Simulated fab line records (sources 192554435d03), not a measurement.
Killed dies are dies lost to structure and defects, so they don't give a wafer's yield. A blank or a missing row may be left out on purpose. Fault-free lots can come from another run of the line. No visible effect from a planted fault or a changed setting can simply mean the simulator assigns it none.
Matching of chambers / flow n5_finfet / N5_BEOL_M6_VIA_ETCH_34 on rie_diel-01 has 4 sister chambers
The step etches SiCOH lowk in C4F6/O2, target depth 126.3 nm, time 50.9 s. 14 wafers are shown with their chamber, then 7 later ones without.

WAFERS, EACH WITH ITS CHAMBER
wafer=L075.1; chamber=3; showerhead_plenum_p_Torr (Torr)=2.76; rf_vpp_V (V)=672; drypump_motor_current_A (A)=6.1
wafer=L075.4; chamber=2; showerhead_plenum_p_Torr (Torr)=2.76; rf_vpp_V (V)=641; drypump_motor_current_A (A)=5.6
wafer=L075.6; chamber=3; showerhead_plenum_p_Torr (Torr)=2.76; rf_vpp_V (V)=672; drypump_motor_current_A (A)=6.1
wafer=L081.1; chamber=2; showerhead_plenum_p_Torr (Torr)=2.75; rf_vpp_V (V)=637; drypump_motor_current_A (A)=5.5
wafer=L081.2; chamber=0; showerhead_plenum_p_Torr (Torr)=2.96; rf_vpp_V (V)=681; drypump_motor_current_A (A)=5.2
wafer=L081.6; chamber=1; showerhead_plenum_p_Torr (Torr)=2.80; rf_vpp_V (V)=675; drypump_motor_current_A (A)=5.3
wafer=L088.2; chamber=1; showerhead_plenum_p_Torr (Torr)=2.79; rf_vpp_V (V)=676; drypump_motor_current_A (A)=5.4
wafer=L088.4; chamber=0; showerhead_plenum_p_Torr (Torr)=2.96; rf_vpp_V (V)=680; drypump_motor_current_A (A)=5.2
wafer=L088.6; chamber=2; showerhead_plenum_p_Torr (Torr)=2.75; rf_vpp_V (V)=640; drypump_motor_current_A (A)=5.6
wafer=L089.1; chamber=1; showerhead_plenum_p_Torr (Torr)=2.79; rf_vpp_V (V)=675; drypump_motor_current_A (A)=5.3
wafer=L089.3; chamber=2; showerhead_plenum_p_Torr (Torr)=2.75; rf_vpp_V (V)=638; drypump_motor_current_A (A)=5.6
wafer=L089.6; chamber=1; showerhead_plenum_p_Torr (Torr)=2.79; rf_vpp_V (V)=677; drypump_motor_current_A (A)=5.3
wafer=L091.3; chamber=0; showerhead_plenum_p_Torr (Torr)=2.96; rf_vpp_V (V)=681; drypump_motor_current_A (A)=5.2
wafer=L091.4; chamber=1; showerhead_plenum_p_Torr (Torr)=2.79; rf_vpp_V (V)=675; drypump_motor_current_A (A)=5.3

SIGNATURES (means of the wafers above)
reading=showerhead_plenum_p_Torr; chamber 0=2.9600; chamber 1=2.7920; chamber 2=2.7525; chamber 3=2.7600; scatter within a chamber=0.00394
reading=rf_vpp_V; chamber 0=680.67; chamber 1=675.60; chamber 2=639.00; chamber 3=672.00; scatter within a chamber=1.18
reading=drypump_motor_current_A; chamber 0=5.200; chamber 1=5.320; chamber 2=5.575; chamber 3=6.100; scatter within a chamber=0.0394
Rule: a wafer's distance from a chamber is the root of the sum, over the readings, of the square of ((its reading less the chamber's mean) divided by the reading's scatter). If the next closest chamber is less than 2 further off than the closest, the wafer can't be placed; otherwise it belongs to the closest. The scatter is the square root of a quotient: the sum, over the shown wafers, of each reading's squared deviation from its chamber's mean, divided by wafers minus chambers.

WAFERS MISSING THEIR CHAMBER
wafer=L091.6; showerhead_plenum_p_Torr (Torr)=2.74; rf_vpp_V (V)=638; drypump_motor_current_A (A)=5.5
wafer=L095.1; showerhead_plenum_p_Torr (Torr)=2.95; rf_vpp_V (V)=680; drypump_motor_current_A (A)=5.2
wafer=L095.2; showerhead_plenum_p_Torr (Torr)=2.74; rf_vpp_V (V)=673; drypump_motor_current_A (A)=6.1
wafer=L095.3; showerhead_plenum_p_Torr (Torr)=2.74; rf_vpp_V (V)=640; drypump_motor_current_A (A)=5.5
wafer=L096.3; showerhead_plenum_p_Torr (Torr)=2.95; rf_vpp_V (V)=679; drypump_motor_current_A (A)=5.2
wafer=L096.5; showerhead_plenum_p_Torr (Torr)=2.95; rf_vpp_V (V)=680; drypump_motor_current_A (A)=5.2
wafer=L096.6; showerhead_plenum_p_Torr (Torr)=2.78; rf_vpp_V (V)=676; drypump_motor_current_A (A)=5.3

CHAMBER TAKEN BY EACH
wafer=L091.6; from the rows above=2; in truth=2
wafer=L095.1; from the rows above=0; in truth=0
wafer=L095.2; from the rows above=3; in truth=3
wafer=L095.3; from the rows above=2; in truth=2
wafer=L096.3; from the rows above=0; in truth=0
wafer=L096.5; from the rows above=0; in truth=0
wafer=L096.6; from the rows above=1; in truth=1
Correct placement for 7 of the 7. Can't be placed from these rows: 0. Wrongly placed: 0.
